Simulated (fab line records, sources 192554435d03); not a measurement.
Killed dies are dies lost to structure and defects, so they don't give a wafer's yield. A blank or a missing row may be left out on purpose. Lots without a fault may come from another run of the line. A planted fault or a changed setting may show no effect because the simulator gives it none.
fab line records | flow n5_finfet
record lots=14 wafers=40 last_day=19
route steps=1938 shown BEOL_M3@1015 BEOL_M4@1032
lots that met no fault: from a run of the same line without faults
start_h: hours from the record's first day to the start of the lot's first wafer shown | wait_h: hours since the lot's step before | " the same as in the row above | L1.1+2: a row that stands for several wafers | - no value, or no start given | * or withheld: withheld | < > ~ a bound
route shown NAME@n: a module of which the file shows steps, and the number in the route of the first | usual: mean/standard deviation of fault-free wafers | same: alike in all rows | chamber/n: place in a boat | sites: the reading at each site | _std_site: their standard deviation | _edge_site: outer sites' mean less inner sites' | radius_mm: how far each site lies from the wafer's centre | mask NAME#n: copy n | behind: the tool/chamber that last shaped the wafer | hold: why the lot was held/for how many hours/how that ended | device: the transistor (n, p or np) that didn't switch | end of line: the same wafers' tests at the end of the route | a step without rows: its recipe alone | killed: dies lost to structure and defects at the first sort, not the wafer's yield | map: a wafer's dies, x killed, . not, _ none there
set.NAME: the setting as run; set.NAME@STEP: as run at that earlier step | model.NAME: the simulator's own value behind a step, which no gauge read
steps of the route over a sample of lots; a table a step, a row a wafer
services: from which hour (start_h, from the record's first day; less than 0 if before it) a tool's chamber was out of use, for how many hours, and why
## steps
# step N5_BEOL_M3_PRE_CLEAN_60
# recipe gas=NH3/H2 time_s=15 temp_c=* rf_power_w=300
# usual heater_power_w=98/19
# columns lot.wafer tool chamber start_h wait_h heater_power_w since_wet_clean_h
L146.1 cvd_co-01 1 172.79 0.1 125 1151
L146.3 " 2 " " 77 255
L146.5 " 0 " " 110 -
L148.2 cvd_co-01 0 192.67 0.0 112 734
L148.3 " 1 " " 126 1171
L149.2 cvd_co-01 2 198.20 0.0 78 280
L149.3 " 1 " " 122 1177
L149.4 " 1 " " 122 -
L152.1 cvd_co-01 1 209.32 0.0 119 1188
L152.3 " 0 " " 110 751
L152.4 " 2 " " 77 -
L151.2 cvd_co-01 2 214.40 0.0 76 296
L151.3 " 1 " " 122 1193
L151.5 " 1 " " 124 -
L154.1 cvd_co-02 2 225.68 0.0 80 526
L154.3 " 1 " " 77 89
L154.6 " 1 " " 78 -
L155.1 cvd_co-02 1 231.40 0.0 77 95
L155.2 " 0 " " 100 991
L155.3 " 2 " " 81 532
L158.4 cvd_co-01 0 255.47 0.1 115 -
L158.5 " 1 " " 121 -
L164.2 cvd_co-02 2 287.99 0.0 82 589
L164.3 " 0 " " 100 1048
L164.6 " 1 " " 78 -
L166.3 cvd_co-02 1 292.62 0.0 79 156
L166.5 " 2 " " 80 -
L166.6 " 0 " " 99 -
L165.1 cvd_co-01 0 296.14 0.0 112 837
L165.3 " 1 " " 124 1275
L165.5 " 1 " " 125 -
L167.2 cvd_co-01 2 297.22 0.0 78 379
L167.4 " 2 " " 78 -
L167.5 " 0 " " 112 -
L168.3 cvd_co-02 0 302.65 0.0 94 1063
L168.4 " 1 " " 79 -
L168.5 " 0 " " 101 -
L169.1 cvd_co-02 0 309.50 0.0 99 1070
L169.3 " 2 " " 81 610
L169.4 " 0 " " 99 -
# step N5_BEOL_M4_PEB_09
# recipe peb_temp_c=100 peb_time_s=60 resist=CAR-EUV
# usual chill_plate_temp_C=23.02/0.1 exhaust_pa=44.9/0.96 plate_temp_C=99.96/0.14
# columns lot.wafer tool chamber start_h wait_h chill_plate_temp_C exhaust_pa plate_temp_C
L146.1 litho_track-03 0 175.31 0.1 22.92 42.6 99.98
L146.3 " 0 " " 23.07 43.3 100.07
L146.5 " 0 " " 23.09 43.1 99.93
L148.2 litho_track-05 0 193.81 0.1 22.91 44.4 99.79
L148.3 " 0 " " 22.97 43.8 99.85
L149.2 litho_track-01 0 199.33 0.1 23.11 43.5 99.87
L149.3 " 0 " " 23.14 43.7 100.10
L149.4 " 0 " " 22.91 44.2 100.02
L152.1 litho_track-03 0 212.89 0.1 23.15 43.6 99.80
L152.3 " 0 " " 23.05 44.1 99.89
L152.4 " 0 " " 23.13 44.9 99.88
L151.2 litho_track-05 0 215.50 0.1 22.99 45.0 100.10
L151.3 " 0 " " 22.82 45.7 100.02
L151.5 " 0 " " 22.85 45.9 100.01
L154.1 litho_track-03 - 228.17 0.1 - - -
L154.3 " - " " - - -
L154.6 " - " " - - -
L155.1 litho_track-01 - 232.35 0.1 - - -
L155.2 " - " " - - -
L155.3 " - " " - - -
L158.4 litho_track-03 0 257.14 0.0 22.91 44.9 100.00
L158.5 " 0 " " 22.93 45.4 99.98
L164.2 litho_track-03 0 290.67 0.1 22.99 47.4 100.04
L164.3 " 0 " " 23.07 46.5 99.97
L164.6 " 0 " " 23.10 44.6 99.99
L166.3 litho_track-03 0 293.53 0.0 23.05 43.7 99.79
L166.5 " 0 " " 23.04 44.9 99.86
L166.6 " 0 " " 23.01 44.4 100.12
L165.1 litho_track-01 0 296.93 0.1 23.00 44.9 100.01
L165.3 " 0 " " 22.96 43.6 100.13
L165.5 " 0 " " 22.93 44.7 100.06
L167.2 litho_track-05 0 299.25 0.1 22.94 44.6 100.05
L167.4 " 0 " " 22.99 45.9 100.07
L167.5 " 0 " " 22.98 45.3 100.28
L168.3 litho_track-05 0 303.93 0.0 22.91 44.3 100.18
L168.4 " 0 " " 22.85 43.6 99.83
L168.5 " 0 " " 22.94 45.2 100.08
L169.1 litho_track-01 0 312.09 0.1 22.96 43.7 99.90
L169.3 " 0 " " 23.01 43.9 100.09
L169.4 " 0 " " 23.16 44.4 99.96
# step N5_BEOL_M4_ETCH_74
# recipe chemistry=N2/H2 target=underlayer target_depth_a=65 mask_material=CAR-EUV time_s=5.2 ion_energy_ev=200 pressure_mtorr=30 source_w=840 bias_w=150 n2_flow_sccm=200 h2_flow_sccm=200 ends=cleared
# usual bias_w=150.1/0.44 drypump_motor_current_A=5.6/0.45 etch_rf_on_time_s=5.18/0.1 h2_flow_sccm=200.1/0.57 oes_product_au=0.68/0.063 rf_vpp_V=524.3/2.8 showerhead_plenum_p_Torr=2.55/0.092 throttle_valve_pct=17.77/0.19
# columns lot.wafer tool chamber start_h wait_h bias_w drypump_motor_current_A etch_rf_on_time_s h2_flow_sccm oes_product_au rf_hours_counter_h rf_vpp_V showerhead_plenum_p_Torr throttle_valve_pct
L146.1 rie_diel-06 3 175.54 0.0 150.4 5.0 5.00 200.0 0.83 23 526.4 2.69 17.78
L146.3 " 2 " " 150.4 5.4 5.08 199.9 0.60 240 526.7 2.59 17.94
L146.5 " 2 " " 150.3 5.3 5.04 200.4 0.60 - 526.7 2.59 17.94
L148.2 rie_diel-03 0 194.03 0.0 150.4 5.2 5.24 199.2 0.67 110 526.1 2.64 17.77
L148.3 " 1 " " 149.6 6.3 5.13 199.8 0.69 102 524.0 2.55 17.42
L149.2 rie_diel-04 0 199.55 0.0 149.7 5.0 5.17 199.3 0.69 99 523.2 2.45 17.91
L149.3 " 3 " " 150.4 5.8 5.26 199.9 0.59 193 525.6 2.52 17.62
L149.4 " 1 " " 149.7 5.7 5.22 199.7 0.64 183 520.2 2.43 17.51
L152.1 rie_diel-06 2 213.51 0.0 150.4 5.4 5.00 200.3 0.59 252 524.5 2.58 17.96
L152.3 " 3 " " 149.5 5.0 5.00 200.1 0.79 35 528.5 2.68 17.80
L152.4 " 1 " " 150.1 5.9 4.99 200.8 0.76 46 529.0 2.70 17.72
L151.2 rie_diel-03 2 215.72 0.0 150.3 5.6 5.24 200.1 0.70 85 520.7 2.46 17.94
L151.3 " 1 " " 149.5 6.3 5.21 200.3 0.67 111 525.0 2.55 17.41
L151.5 " 2 " " 150.4 5.6 5.23 200.5 0.70 - 520.9 2.46 17.97
L154.1 rie_diel-04 0 228.47 0.0 150.7 4.9 5.20 200.3 0.68 108 519.5 2.45 17.90
L154.3 " 3 " " 149.9 5.8 5.22 200.2 0.59 203 523.4 2.51 17.63
L154.6 " 3 " " 149.9 5.8 5.26 200.7 0.59 - 524.6 2.51 17.63
L155.1 rie_diel-06 3 232.57 0.0 150.0 5.0 5.05 200.2 0.78 44 529.5 2.68 17.82
L155.2 " 1 " " 150.6 5.9 5.01 199.9 0.75 56 527.6 2.70 17.74
L155.3 " 0 " " 149.8 5.3 5.28 199.4 0.75 36 525.5 2.59 17.79
L158.4 rie_diel-06 1 257.36 0.0 150.2 5.9 5.00 200.9 0.73 64 526.7 2.69 17.76
L158.5 " 0 " " 150.2 5.3 5.25 199.4 0.75 - 527.5 2.58 17.86
L164.2 rie_diel-03 0 290.89 0.0 150.7 5.2 5.29 199.7 0.63 146 526.6 2.63 17.83
L164.3 " 3 " " 150.4 5.7 5.21 200.3 0.65 133 520.1 2.44 17.75
L164.6 " 3 " " 149.4 5.7 5.23 199.3 0.66 - 520.8 2.44 17.78
L166.3 rie_diel-03 3 293.80 0.0 150.4 5.7 5.13 200.3 0.66 134 522.4 2.44 17.78
L166.5 " 0 " " 150.2 5.2 5.19 200.7 0.63 - 525.9 2.63 17.88
L166.6 " 1 " " 150.3 6.3 5.15 200.1 0.65 - 523.5 2.54 17.46
L165.1 rie_diel-06 3 297.15 0.0 150.6 5.0 5.09 200.5 0.74 66 526.7 2.67 17.84
L165.3 " 2 " " 150.1 5.3 5.07 200.0 0.77 23 527.9 2.57 17.57
L165.5 " 1 " " 150.7 5.9 5.09 200.1 0.72 - 527.1 2.69 17.77
L167.2 rie_diel-03 3 299.47 0.0 150.3 5.7 5.20 199.6 0.67 136 520.7 2.44 17.76
L167.4 " 0 " " 150.6 5.2 5.22 200.1 0.65 149 527.4 2.63 17.82
L167.5 " 2 " " 150.4 5.6 5.28 201.0 0.68 - 522.9 2.44 18.00
L168.3 rie_diel-03 2 304.15 0.0 149.3 5.6 5.33 200.8 0.67 116 520.8 2.44 18.03
L168.4 " 1 " " 150.2 6.3 5.18 200.4 0.63 140 523.1 2.53 17.46
L168.5 " 2 " " 149.1 5.6 5.28 200.0 0.68 - 521.6 2.44 18.00
L169.1 rie_diel-04 0 312.60 0.0 148.9 4.9 5.26 199.9 0.65 142 520.6 2.43 17.95
L169.3 " 1 " " 150.6 5.7 5.16 200.4 0.62 225 520.7 2.41 17.57
L169.4 " 1 " " 150.0 5.7 5.14 200.4 0.62 - 519.4 2.41 17.59
# step N5_BEOL_M4_ETCH_63
# recipe chemistry=CF4 target=SiARC target_depth_a=156 mask_material=CAR-EUV time_s=26 ion_energy_ev=80 pressure_mtorr=40 source_w=545 bias_w=36 Ar_flow_sccm=100 cf4_flow_sccm=100 ends=cleared
# usual bias_w=36.00/0.11 drypump_motor_current_A=5.6/0.45 etch_rf_on_time_s=26.0/0.52 oes_product_au=0.69/0.063 rf_vpp_V=184.3/1.3 showerhead_plenum_p_Torr=2.16/0.078 throttle_valve_pct=15.59/0.17
# columns lot.wafer tool chamber start_h wait_h bias_w drypump_motor_current_A etch_rf_on_time_s oes_product_au rf_hours_counter_h rf_vpp_V showerhead_plenum_p_Torr throttle_valve_pct
L146.1 rie_diel-06 3 175.56 0.0 36.06 5.0 24.8 0.83 23 185.5 2.28 15.72
L146.3 " 2 " " 35.77 5.4 25.1 0.60 240 185.9 2.19 15.84
L146.5 " 2 " " 35.93 5.3 25.4 0.60 - 185.7 2.19 15.86
L148.2 rie_diel-03 0 194.05 0.0 35.98 5.2 26.2 0.66 110 185.0 2.24 15.68
L148.3 " 1 " " 35.91 6.3 26.1 0.67 102 183.3 2.16 15.33
L149.2 rie_diel-04 0 199.57 0.0 35.99 5.0 26.0 0.69 99 183.5 2.07 15.61
L149.3 " 3 " " 35.90 5.8 26.2 0.59 193 183.2 2.14 15.57
L149.4 " 1 " " 35.97 5.7 25.8 0.63 183 183.9 2.05 15.40
L152.1 rie_diel-06 2 213.53 0.0 35.79 5.4 25.2 0.59 252 184.4 2.19 15.88
L152.3 " 3 " " 36.02 4.9 25.5 0.79 35 186.6 2.28 15.78
L152.4 " 1 " " 36.00 5.9 25.3 0.77 46 185.4 2.28 15.51
L151.2 rie_diel-03 2 215.74 0.0 36.04 5.6 26.2 0.70 85 182.2 2.07 15.68
L151.3 " 1 " " 35.95 6.3 26.0 0.67 111 185.1 2.16 15.35
L151.5 " 2 " " 35.93 5.6 26.4 0.70 - 183.5 2.07 15.70
L154.1 rie_diel-04 0 228.49 0.0 36.05 5.0 25.7 0.69 108 183.4 2.07 15.60
L154.3 " 3 " " 36.19 5.8 26.3 0.59 203 184.0 2.13 15.59
L154.6 " 3 " " 35.99 5.8 26.2 0.60 - 183.5 2.13 15.61
L155.1 rie_diel-06 3 232.59 0.0 36.12 5.0 25.0 0.78 44 186.4 2.27 15.77
L155.2 " 1 " " 36.01 5.9 25.1 0.76 56 186.4 2.27 15.53
L155.3 " 0 " " 36.23 5.3 26.0 0.75 36 182.7 2.17 15.48
L158.4 rie_diel-06 1 257.37 0.0 35.91 5.9 24.9 0.75 64 185.7 2.27 15.54
L158.5 " 0 " " 36.10 5.3 26.2 0.73 - 184.4 2.17 15.50
L164.2 rie_diel-03 0 290.91 0.0 35.94 5.2 26.3 0.64 146 185.1 2.23 15.73
L164.3 " 3 " " 36.01 5.7 26.3 0.65 133 183.7 2.06 15.46
L164.6 " 3 " " 36.12 5.7 26.0 0.66 - 183.2 2.06 15.45
L166.3 rie_diel-03 3 293.81 0.0 36.10 5.7 25.8 0.66 134 184.4 2.06 15.44
L166.5 " 0 " " 36.08 5.1 26.3 0.64 - 183.5 2.23 15.74
L166.6 " 1 " " 35.91 6.3 26.0 0.66 - 183.5 2.15 15.40
L165.1 rie_diel-06 3 297.17 0.0 35.85 5.0 25.4 0.75 66 185.3 2.27 15.85
L165.3 " 2 " " 36.07 5.3 25.3 0.78 23 184.9 2.18 15.43
L165.5 " 1 " " 36.01 5.9 25.4 0.73 - 184.9 2.27 15.57
L167.2 rie_diel-03 3 299.49 0.0 36.26 5.7 25.9 0.66 136 183.9 2.06 15.46
L167.4 " 0 " " 36.15 5.2 26.2 0.64 149 184.8 2.22 15.75
L167.5 " 2 " " 36.15 5.6 26.7 0.66 - 183.8 2.06 15.75
L168.3 rie_diel-03 2 304.16 0.0 35.92 5.7 27.0 0.66 116 183.5 2.06 15.74
L168.4 " 1 " " 36.00 6.3 26.6 0.64 140 184.5 2.15 15.40
L168.5 " 2 " " 35.99 5.6 26.8 0.67 - 182.8 2.06 15.74
L169.1 rie_diel-04 0 312.62 0.0 36.17 4.9 26.0 0.66 142 182.5 2.06 15.67
L169.3 " 1 " " 35.94 5.7 25.8 0.62 225 183.4 2.04 15.47
L169.4 " 1 " " 36.01 5.7 25.6 0.62 - 183.7 2.04 15.48
## services
# columns tool chamber start_h hours kind
cvd_co-02 0 151.94 5.1 repair
rie_diel-04 3 166.11 2.1 repair
rie_diel-06 - 202.66 1.0 repair
rie_diel-06 2 215.81 - clean
rie_diel-06 2 215.81 - consumable_replace:focus_ring
rie_diel-06 2 215.81 15.1 scheduled_down
rie_diel-06 2 215.81 15.1 vent_cycle
litho_track-05 - 263.07 - consumable_replace:filter
rie_diel-03 1 265.87 8.3 repair
rie_diel-04 2 281.12 - clean
rie_diel-04 2 281.12 - consumable_replace:focus_ring
rie_diel-04 2 281.12 32.3 scheduled_down
rie_diel-04 2 281.12 32.3 vent_cycle
litho_track-01 - 281.34 - consumable_replace:filter
## key
first_sign step=N5_BEOL_M4_PEB_09 reading=tool_record direction=missing
effect none on later readings
met_at N5_BEOL_M4_PEB_09
struck_lots L154,L155
later_rows_left_out L154.1,L154.3,L154.6,L155.1,L155.2,L155.3
sort_left_out L154.1,L154.3,L154.6,L155.1,L155.2,L155.3
not_acting_at N5_BEOL_M3_PRE_CLEAN_60,N5_BEOL_M4_ETCH_74,N5_BEOL_M4_ETCH_63
onset_between 212.89 228.17
fault kind=skipped_step_whole tool=litho_track-01,litho_track-03 chamber=- onset_h=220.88 steps=N5_BEOL_M4_PEB_09 scope=struck_lots_only
# sort_left_out: the simulated sort isn't trusted on such a fault, so these wafers' sort isn't shown, and their yield isn't known
# later_rows_left_out: the simulator's readings of these wafers behind a module that went badly wrong aren't trusted and aren't shown, but for the sort
